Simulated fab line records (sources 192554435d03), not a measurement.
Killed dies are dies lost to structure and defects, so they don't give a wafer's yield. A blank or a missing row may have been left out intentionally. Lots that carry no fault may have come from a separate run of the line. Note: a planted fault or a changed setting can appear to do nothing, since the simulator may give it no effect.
Matching of chambers ; flow n5-finfet ; N5_BEOL_M0_SAQP_ALD_48 on ald-sin-01 has 4 sister chambers
The step deposits SiO2, target thk 20 nm, pulse time 1 s, co reactant pulse time 1 s. 24 wafers are shown with their chamber, then 12 later ones without.

## WAFERS PAIRED WITH THEIR CHAMBERS
wafer;chamber;heater-power-w (W);precursor-pulse-height-rel
L075.3;3;73;0.968
L075.4;2;79;0.970
L075.6;2;80;0.995
L076.1;1;70;1.026
L076.2;0;90;1.003
L076.4;2;81;1.004
L077.1;1;72;1.007
L077.2;2;79;0.982
L077.5;0;89;0.971
L078.2;2;79;0.997
L078.3;3;72;1.006
L078.5;3;74;1.012
L079.1;3;74;1.015
L079.2;1;70;1.010
L079.6;0;91;1.012
L082.1;1;70;1.000
L082.2;0;92;1.003
L082.6;3;73;0.987
L087.1;0;92;0.960
L087.4;1;69;1.002
L087.5;2;80;1.002
L088.1;3;72;1.023
L088.3;2;80;0.954
L088.6;2;80;1.002

SIGNATURES (means of the wafers above)
reading;chamber 0;chamber 1;chamber 2;chamber 3;scatter within a chamber
heater-power-w;90.80;70.20;79.75;73.00;0.977
precursor-pulse-height-rel;0.98980;1.00900;0.98825;1.00183;0.0186
Rule: for each reading, subtract the chamber's mean from the wafer's reading, divide by that reading's scatter and square the result; add these up over the readings and take the root, which gives the wafer's distance from the chamber. If the next closest chamber is less than 2 further off than the closest, the wafer can't be placed; otherwise it belongs to the closest. The scatter: the root of (the sum of the squares of (reading less its chamber's mean) over the shown wafers, divided by (wafers less chambers)).

## WAFERS MISSING THEIR CHAMBER
wafer;heater-power-w (W);precursor-pulse-height-rel
L094.2;93;1.005
L094.4;74;0.986
L094.6;70;0.995
L095.1;92;0.998
L095.3;74;0.989
L095.5;78;1.014
L097.2;91;0.955
L097.3;74;0.999
L097.4;71;1.012
L096.2;93;1.002
L096.4;72;1.003
L096.6;73;1.022

## WHICH CHAMBER EACH ONE RAN IN
wafer;from the rows above;in truth
L094.2;0;0
L094.4;3;3
L094.6;1;1
L095.1;0;0
L095.3;3;3
L095.5;2;2
L097.2;0;0
L097.3;3;3
L097.4;can't be placed: 1 or 3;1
L096.2;0;0
L096.4;can't be placed: 3 or 1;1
L096.6;can't be placed: 3 or 1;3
Correctly placed: 9 of 12. Cannot be placed on the basis of these rows: 3; the candidates contain the true chamber in 3. Placed wrongly: 0.
